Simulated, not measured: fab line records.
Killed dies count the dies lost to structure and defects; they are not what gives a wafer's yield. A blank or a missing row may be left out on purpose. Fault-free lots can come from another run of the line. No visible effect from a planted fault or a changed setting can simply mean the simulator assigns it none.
Chamber matching	flow n5Finfet	N5_BEOL_M0_TRENCH_ETCH_107 on rieDiel-04 has 4 sister chambers
The step etches SiOC in C4F6/O2, target depth 32.8 nm, time 16.4 s. 8 wafers are shown with their chamber, then 12 later ones without.

## WAFERS, EACH WITH ITS CHAMBER
wafer	chamber	showerheadPlenumPTorr (Torr)	rfVppV (V)
L083.6	3	2.89	661
L085.2	0	2.81	662
L086.4	3	2.89	662
L086.5	1	2.78	653
L086.6	2	2.89	652
L087.2	1	2.78	653
L087.4	2	2.89	652
L087.5	0	2.80	659

## WAFERS WITHOUT THEIR CHAMBER
wafer	showerheadPlenumPTorr (Torr)	rfVppV (V)
L088.2	2.89	661
L088.3	2.78	653
L088.5	2.80	659
L091.1	2.89	660
L091.3	2.88	652
L091.6	2.89	662
L093.1	2.88	661
L093.3	2.88	653
L093.6	2.88	652
L095.2	2.88	662
L095.3	2.88	652
L095.6	2.88	654

## EACH ONE'S CHAMBER
wafer	from the rows above	in truth
L088.2	3	3
L088.3	1	1
L088.5	0	0
L091.1	3	3
L091.3	2	2
L091.6	3	3
L093.1	3	3
L093.3	2	2
L093.6	2	2
L095.2	3	3
L095.3	2	2
L095.6	2	2
Placed correctly: 12 of 12. Number that these rows cannot place: 0. Placed wrongly: 0.
How it was worked out, from the rows above alone: a wafer's distance from a chamber is the root of the sum, over the readings, of the square of ((its reading less the chamber's mean) divided by the reading's scatter). The wafer belongs to the nearest chamber; if the next one is less than 2 further off, it can't be placed. For every chamber, the mean is computed from those of its wafers that are shown. How the scatter is found: for the shown wafers, subtract from each reading the mean of its chamber, square and add these, divide the total by (wafers less chambers), then take the root.
